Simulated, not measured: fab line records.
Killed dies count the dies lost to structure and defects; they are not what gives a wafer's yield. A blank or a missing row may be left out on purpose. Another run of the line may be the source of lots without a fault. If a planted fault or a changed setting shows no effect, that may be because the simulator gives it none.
8D (eight disciplines) problem report, filled in by code -- flow nand-harc -- the parts of the form that need people (team, actions taken, sign-off) are left out

## 1. THE ISSUE
Mean of thk-nm at NHARC_A_ONON_D1_THK_MEAS_18: 1092 nm across 5 wafers in 3 lots; on wafers with no fault it is 1003 nm (standard deviation 11). That puts it +8.1 standard deviations away from the usual mean.
The step: measures by ellipsometry.
First observed at day 11 19:10: wafer L953.1, on film-metro-02. At this step, 39 wafers from 14 lots have a number in the record. By rule, "out" or "out of limits" means more than 4 standard deviations away from the usual mean. The rest of the wafers with a number are treated as sound.

## 2. WHAT IT IS, AND WHAT IT ISN'T
question,is,is not
which readings at this step,thk-nm,-
which lots,"L953, L955, L956","L939, L942, L943, L944, L945, L947, L948, L949, L950, L961, L962"
which wafers of those lots,"L953.1, L955.1, L955.2, L956.1, L956.2",L953.4
read on which gauges,"film-metro-01, film-metro-02",-
when,from day 11 19:10,"up to then (28 sound wafers); but 6 sound wafers of L961, L962 came after"

## 3. WHAT RULES OUT EACH SUSPECT
Counting: a tool at a process step up to the reading stays a suspect if it ran every lot that is out. Sound lots after the first of them don't rule it out here, since some wafers of a struck lot are sound.
- the gauge at NHARC_A_ONON_D1_THK_MEAS_18: ruled out. Those wafers that are out were read across 2 gauges (film-metro-01, film-metro-02).
- rie-diel-11 at NHARC_P_BONDPAD_ACTIVATE_29 (chemistry N2, time 60 s): kept. Every lot that is out went through it, the first being L953 (day 10 05:41); the last sound lot it ran before that was L950 (day 9 15:01).
- pecvd-onon-01 at NHARC_A_ONON_D1_DEP_16 (target thk 1000 nm): kept. Every lot that is out went through it, the first being L953 (day 11 18:40); the last sound lot it ran before that was L949 (day 10 18:25).
What counting leaves: rie-diel-11 at NHARC_P_BONDPAD_ACTIVATE_29 and pecvd-onon-01 at NHARC_A_ONON_D1_DEP_16.

## 4. THE CAUSE (what the simulator had put in)
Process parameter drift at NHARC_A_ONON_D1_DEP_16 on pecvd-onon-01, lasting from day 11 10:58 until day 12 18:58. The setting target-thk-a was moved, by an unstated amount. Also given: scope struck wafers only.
After counting, 2 suspects remain, this tool included.

## 5. THE EFFECT CHAIN, in route order
Rows list readings where the struck wafers' mean (over those with a number) sits beyond 3 standard deviations from the usual. Scope: only readings with a usual standard deviation given in the record; hours: median across lots of the time from each lot's start at the first step in this table that gives one to its start at this step; sigmas: change in usual standard deviations.
hours,step,reading,usual,on struck wafers,change,sigmas
0,NHARC_A_ONON_D1_THK_MEAS_18,thk-nm,1003 nm,1092,+89,+8.1

## 6. WHAT WOULD HAVE CAUGHT IT SOONER
In this record the first reading out of limits at a measuring or inspecting step was taken at day 11 19:10, 8 hours after the fault began at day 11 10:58.
L955, L956, from the lots that are out (3), started NHARC_A_ONON_D1_DEP_16 on pecvd-onon-01 later than day 11 19:10. A hold on the tool at that time would have spared those 2.
